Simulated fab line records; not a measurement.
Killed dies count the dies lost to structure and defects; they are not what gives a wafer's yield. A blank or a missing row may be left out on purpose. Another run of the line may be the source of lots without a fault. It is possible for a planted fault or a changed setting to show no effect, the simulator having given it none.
Problem report, 8D (eight disciplines) form, completed by code :: flow nand harc :: the parts of the form that need people (team, actions taken, sign-off) are left out

## 1. PROBLEM STATEMENT
Wafers without a fault read 17.036 %, standard deviation 0.0093; throttle valve pct at NHARC_A_STAIRCASE_TRIM_200 reads a mean of 15.304 % on 6 wafers belonging to 2 lots. So: -99 or more standard deviations from the usual mean.
The step: chemistry O2, time 211.2 s.
Earliest sighting: wafer L446.4 on rie diel-05 at day 19 15:34. The record has a number at this step for 33 wafers belonging to 11 lots. Rule for "out" (also "out of limits"): further than 4 standard deviations from the usual mean. Any other wafer with a number is counted as sound.

## 2. WHAT IT IS, AND WHAT IT ISN'T
question: which readings at this step
is: throttle valve pct, o2 flow sccm
is not: drypump motor current A, oes product au, rf vpp V

question: which lots
is: L446, L449
is not: L438, L439, L441, L444, L445, L455, L457, L458, L459

question: which wafers of those lots
is: all that have a number
is not: -

question: read on which tools
is: rie diel-05
is not: rie diel-04, rie diel-11

question: when
is: from day 19 15:34
is not: up to then (15 sound wafers); but 12 sound wafers of L455, L457, L458, L459 came after

## 3. SUSPECTS, AND WHAT RULES EACH OUT
Counting: a tool at any process step up to the reading remains a suspect when it ran all the lots that are out and ran no sound lot after the first of those.
- rie diel-05 at NHARC_A_STAIRCASE_TRIM_198 (chemistry O2, time 211.2 s): ruled out as a lasting fault. After its first lot that is out, L446 (day 19 15:34), sound lots L455, L459 ran on it. With no start given for some of its lots, NHARC_A_STAIRCASE_TRIM_198 uses the hours and lot order of NHARC_A_STAIRCASE_TRIM_200.
- rie diel-05 at NHARC_A_STAIRCASE_TRIM_200 (chemistry O2, time 211.2 s): ruled out as a lasting fault. After its first lot that is out, L446 (day 19 15:34), sound lots L455, L459 ran on it.
Left after counting: nothing in the record.

## 4. THE CAUSE (what the simulator had put in)
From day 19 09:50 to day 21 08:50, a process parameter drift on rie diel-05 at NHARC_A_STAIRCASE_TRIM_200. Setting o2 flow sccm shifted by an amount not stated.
Counting ruled it out, wrongly.

## 5. THE EFFECT CHAIN, in route order
One row per reading whose mean, taken over the struck wafers that have a number, lies over 3 standard deviations from the usual. Only readings whose record carries a usual standard deviation are examined. hours: median over the lots of the time between each lot's start at the first step of this table that gives one and its start at this step. sigmas: the change, counted in usual standard deviations.
hours: 0
step: NHARC_A_STAIRCASE_TRIM_200
reading: o2 flow sccm
usual: 499.9 sccm
on struck wafers: 399.1
change: -100.8
sigmas: -63

hours: 0
step: NHARC_A_STAIRCASE_TRIM_200
reading: showerhead plenum p Torr
usual: 3.45 Torr
on struck wafers: 2.99
change: -0.46
sigmas: -3.3

hours: 0
step: NHARC_A_STAIRCASE_TRIM_200
reading: throttle valve pct
usual: 17.036 %
on struck wafers: 15.304
change: -1.732
sigmas: -99 or more
Its process steps:
- NHARC_A_STAIRCASE_TRIM_200: chemistry O2, time 211.2 s.

## 6. HOW IT WOULD HAVE BEEN CAUGHT EARLIER
In this record no reading fell out of limits until day 19 15:34, 6 hours after the fault had begun at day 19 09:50.
